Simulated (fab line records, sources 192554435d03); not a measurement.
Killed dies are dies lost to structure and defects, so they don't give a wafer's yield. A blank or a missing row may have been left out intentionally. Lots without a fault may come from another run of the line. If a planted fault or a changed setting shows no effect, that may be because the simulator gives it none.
Struck lot and sound lot, side by side	flow n5Finfet	15 out of 1938 route steps
Sound: wafers L161.3, L161.4, L161.5. The struck wafers were L169.2, L169.5, L169.6. Last of all comes the cause.
For every step that has rows: the tool of each side, followed by ch and its chambers, followed by its first start. Under that, the readings that differ: sound wafers	struck wafers	difference of the means	sigmas: that difference in standard deviations of wafers without a fault.
alike: same words and numbers on both sides, and readings whose means sit less than 2 such deviations apart. not compared: any withheld reading, any reading some wafer has no value for, any bound like >300 that may hide the same value, and any number with overlapping values for which the record gives no deviation.
A row with sigmas, a row that says differs or no value, or rows on one side alone: a step with any of these is where the two part. Numbers that don't overlap but have no deviation are shown without sigmas and don't part them. A reading missing from all wafers of one side parts the sides only when that side holds two or more wafers.

first, 6 steps without rows for these wafers: N5_FIN_CUT_COAT_02 (resist thk 30 nm); N5_FIN_CUT_EBR_04; N5_FIN_CUT_SOFTBAKE_03 (time 60 s); N5_FIN_CUT_EXPOSE_05 (exposes mask FIN CUT); N5_FIN_CUT_PEB_06 (peb time 60 s); N5_FIN_CUT_DEVELOP_07 (develop time 30 s).
N5_FIN_CUT_CD_MEAS_08: target cd 29.1 nm.
  sound on cdSem-02 ch 0, day 3 14:48; struck on cdSem-02 ch 0, day 5 15:23
  alike: cdNm
N5_FIN_CUT_OVL_MEAS_09:
  sound on overlay-02 ch 0, day 3 14:50; struck on overlay-01 ch 0, day 5 15:25
  alike: FIN_CUT_OVL
N5_FIN_CUT_INSPECT_10: inspects for defects (brightfield).
  sound on defectInspect-02, day 3 14:53; struck on defectInspect-01, day 5 15:28
  alike: rawDefectCount
N5_FIN_CUT_DESCUM_13: chemistry O2, time 7 s.
  sound on rieDiel-05 ch 0,1,2, day 3 14:55; struck on rieDiel-06 ch 1,2,3, day 5 15:30
reading	sound	struck	difference	sigmas
showerheadPlenumPTorr (Torr)	2.19 2.06 2.12	2.03 2.00 2.00	-0.11	-2
  alike: drypumpMotorCurrentA, oesProductAu, rfVppV, throttleValvePct
  not compared: rfHoursCounterH
N5_FIN_CUT_ETCH_30: etches underlayer in N2/H2, target depth 13 nm, time 10.4 s.
  sound on rieDiel-05 ch 0,1,2, day 3 14:58; struck on rieDiel-06 ch 1,2,3, day 5 15:32
reading	sound	struck	difference	sigmas
rfVppV (V)	528.9 523.3 524.8	521.5 521.1 522.2	-4.1	-2
showerheadPlenumPTorr (Torr)	2.67 2.51 2.63	2.46 2.43 2.43	-0.16	-2
  alike: drypumpMotorCurrentA, etchRfOnTimeS, h2FlowSccm, oesProductAu, throttleValvePct
  not compared: rfHoursCounterH
N5_FIN_CUT_ETCH_20: etches SiARC in CF4, target depth 26 nm, time 43.3 s.
  sound on rieDiel-05 ch 0,1,2, day 3 14:59; struck on rieDiel-06 ch 1,2,3, day 5 15:34
reading	sound	struck	difference	sigmas
showerheadPlenumPTorr (Torr)	2.24 2.16 2.20	2.06 2.06 2.05	-0.14	-3
  alike: drypumpMotorCurrentA, etchRfOnTimeS, oesProductAu, rfVppV, throttleValvePct
  not compared: rfHoursCounterH
N5_FIN_CUT_ETCH_21: etches SOC in N2/H2, target depth 219 nm, overetch 43.8 nm, time 523.5 s.
  sound on rieDiel-05 ch 0,1,2, day 3 15:01; struck on rieDiel-06 ch 1,2,3, day 5 15:35
reading	sound	struck	difference	sigmas
h2FlowSccm (sccm)	200.1 200.0 199.7	220.4 219.2 220.1	+20.0	+31
throttleValvePct (%)	17.70 17.56 18.50	18.56 18.24 18.91	+0.65	+3
  alike: drypumpMotorCurrentA, oesProductAu, rfVppV, showerheadPlenumPTorr
  not compared: rfHoursCounterH
then, 1 step without rows for these wafers: N5_FIN_CUT_STRIP_23 (strips in N2/H2).
-- record jumps: 11 days separate the struck wafers' starts on either side; left off in module FIN_CUT, taken up again in module PASSIVATION, whose first shown step is the route's number 1936 --
N5_PASSIVATION_PROBE_49:
  only the struck wafers here have rows in the record (prober-02, day 16 20:56); the sound ones have none

== WHERE THEY PART ==
First at N5_FIN_CUT_DESCUM_13; last, within this record, at N5_PASSIVATION_PROBE_49.

WHY: whatever the simulator had introduced
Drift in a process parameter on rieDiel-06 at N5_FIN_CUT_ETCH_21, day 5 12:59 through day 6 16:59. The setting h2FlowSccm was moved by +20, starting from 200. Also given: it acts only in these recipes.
